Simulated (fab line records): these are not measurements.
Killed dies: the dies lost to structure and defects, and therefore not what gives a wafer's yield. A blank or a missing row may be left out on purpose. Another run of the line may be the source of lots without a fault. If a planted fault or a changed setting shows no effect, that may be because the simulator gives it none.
A struck lot beside a sound one || flow nand-harc || 38 out of 1302 route steps
Sound: wafers L587.3, L587.5, L587.6. Struck: wafers L604.4, L604.6. (L604.3 of the same lot was not struck and is left out.) The cause comes at the end.
For every step that has rows: the tool of each side, followed by ch and its chambers, followed by its first start. Under that, the readings that differ: sound wafers || struck wafers || difference of the means || sigmas: that difference in standard deviations of wafers without a fault.
alike: same words and numbers on both sides, and readings whose means sit less than 2 such deviations apart. not compared: any withheld reading, any reading some wafer has no value for, any bound like >300 that may hide the same value, and any number with overlapping values for which the record gives no deviation.
Wherever a step has rows on one side only, a row that says differs or no value, or a row with sigmas, the two part there. Numbers that don't overlap but have no deviation are shown without sigmas and don't part them. A reading missing from all wafers of one side parts the sides only when that side holds two or more wafers.

first, 2 steps without rows for these wafers: NHARC_P_BONDPAD_HARDBAKE_10 (time 65 s); NHARC_P_BONDPAD_DESCUM_11 (chemistry O2, time 3 s).
NHARC_P_BONDPAD_ETCH_37: etches the open film in N2/H2, target depth 60 nm, overetch 18 nm, time 65.91 s.
  sound on rie-diel-07 ch 0,3, day 8 19:01; struck on rie-diel-10 ch 2,3, day 15 19:20
  alike: drypump-motor-current-A, oes-product-au, rf-vpp-V, showerhead-plenum-p-Torr, throttle-valve-pct
  not compared: rf-hours-counter-h
then, 1 step without rows for these wafers: NHARC_P_BONDPAD_ETCH_12 (etches the open film in CHF3/O2, target depth 200 nm, time 100 s).
NHARC_P_BONDPAD_CD_MEAS_13:
  sound on cd-sem-02 at day 8 19:14; struck on cd-sem-02 at day 15 19:35
  alike: cd-nm
then, 1 step without rows for these wafers: NHARC_P_BONDPAD_STRIP_15 (strips in O2).
NHARC_P_BONDPAD_ETCH_24: etches the open film in CF4/N2, target depth 30 nm, time 72.99 s.
  sound on rie-diel-04 ch 0,2,3; struck on rie-diel-10 ch 0,2, day 15 19:51
  alike: drypump-motor-current-A, oes-product-au, rf-vpp-V, showerhead-plenum-p-Torr, throttle-valve-pct
  not compared: rf-hours-counter-h
then, 2 steps without rows for these wafers: NHARC_P_BONDPAD_STRIP_16 (strips in post etch residue remover, time 600 s); NHARC_P_BONDPAD_DEGAS_25 (time 60 s).
NHARC_P_BONDPAD_PRE_CLEAN_26: time 30 s.
  sound on pvd-sputter-02; struck on pvd-sputter-02
  alike: heater-power-w
NHARC_P_BONDPAD_PVD_17: deposits TaN, target thk 5 nm, time 8.06 s.
  sound on pvd-sputter-02; struck on pvd-sputter-02
  alike: cathode-dc-power-W, throttle-valve-pct
then, 1 step without rows for these wafers: NHARC_P_BONDPAD_PVD_27 (deposits Cu, target thk 30 nm, time 20.49 s).
NHARC_P_BONDPAD_ECD_18: material Cu, target thk 400 nm.
  sound on ecd-cu-01 ch 0,1, day 8 20:22; struck on ecd-cu-01 ch 1, day 15 20:44
  alike: bath-temp-c
then, 2 steps without rows for these wafers: NHARC_P_BONDPAD_ANNEAL_28 (time 90 s); NHARC_P_BONDPAD_CMP_19 (polishes, t overpolish 30 s, cu recess touch 16 s, target thk 160.81 nm).
NHARC_P_BONDPAD_THK_MEAS_20: measures by xrf.
  sound on film-metro-01 at day 8 21:16; struck on film-metro-02 at day 15 21:42
  alike: thk-nm
then, 15 steps without rows for these wafers: NHARC_P_BONDPAD_SRD_21 (time 30 s, dry time 20 s); NHARC_P_BONDPAD_ACTIVATE_29 (chemistry N2, time 60 s); NHARC_P_BONDPAD_PRECLEAN_30 (cleans in DIW, time 300 s); NHARC_P_BONDPAD_SRD_31 (time 30 s, dry time 20 s); NHARC_A_ZERO_WELL_PRECLEAN_00 (cleans in SPM, time 600 s); NHARC_A_ZERO_WELL_SRD_01; NHARC_A_ZERO_WELL_DEHYDRATE_02 (time 120 s); NHARC_A_ZERO_WELL_HMDS_03 (time 30 s); NHARC_A_ZERO_WELL_COAT_18 (time 65 s); NHARC_A_ZERO_WELL_COAT_04 (resist thk 600 nm); NHARC_A_ZERO_WELL_SOFTBAKE_05 (time 70 s); NHARC_A_ZERO_WELL_EBR_06; NHARC_A_ZERO_WELL_EXPOSE_07 (exposes mask A ZERO); NHARC_A_ZERO_WELL_PEB_08 (peb time 80 s); NHARC_A_ZERO_WELL_DEVELOP_09 (time 50 s).
NHARC_A_ZERO_WELL_CD_MEAS_10 targets a cd of 2000 nm.
  sound on cd-sem-03 ch 0, day 8 22:41; struck on cd-sem-01 ch 0, day 15 23:12
  alike: cd-nm
then, 3 steps without rows for these wafers: NHARC_A_ZERO_WELL_HARDBAKE_11 (time 65 s); NHARC_A_ZERO_WELL_DESCUM_12 (chemistry O2, time 3 s); NHARC_A_ZERO_WELL_ETCH_19 (etches the open film in N2/H2, target depth 80 nm, overetch 24 nm, time 87.88 s).
NHARC_A_ZERO_WELL_ETCH_13: etches the open film in HBr/Cl2, target depth 120 nm, time 40.1 s.
  sound on rie-si-05 ch 1,2, day 8 23:03; struck on rie-si-05 ch 1, day 15 23:34
  alike: drypump-motor-current-A, oes-product-au, throttle-valve-pct
  not compared: rf-hours-counter-h
then, 1 step without rows for these wafers: NHARC_A_ZERO_WELL_STRIP_14 (strips in SPM, time 900 s).
-- jump in the record: it breaks off in module A_ZERO_WELL and resumes in module END (first step shown: number 1302 of the route), and 18 days separate the struck wafers' starts before and after --
NHARC_END_SORT_01:
  at this point the record logs the struck wafers (prober-01 ch 0, day 33 12:11) and has no rows for the sound ones

WHERE THEY PART
Within this record, at NHARC_END_SORT_01 only.

WHY: what the simulator had put in
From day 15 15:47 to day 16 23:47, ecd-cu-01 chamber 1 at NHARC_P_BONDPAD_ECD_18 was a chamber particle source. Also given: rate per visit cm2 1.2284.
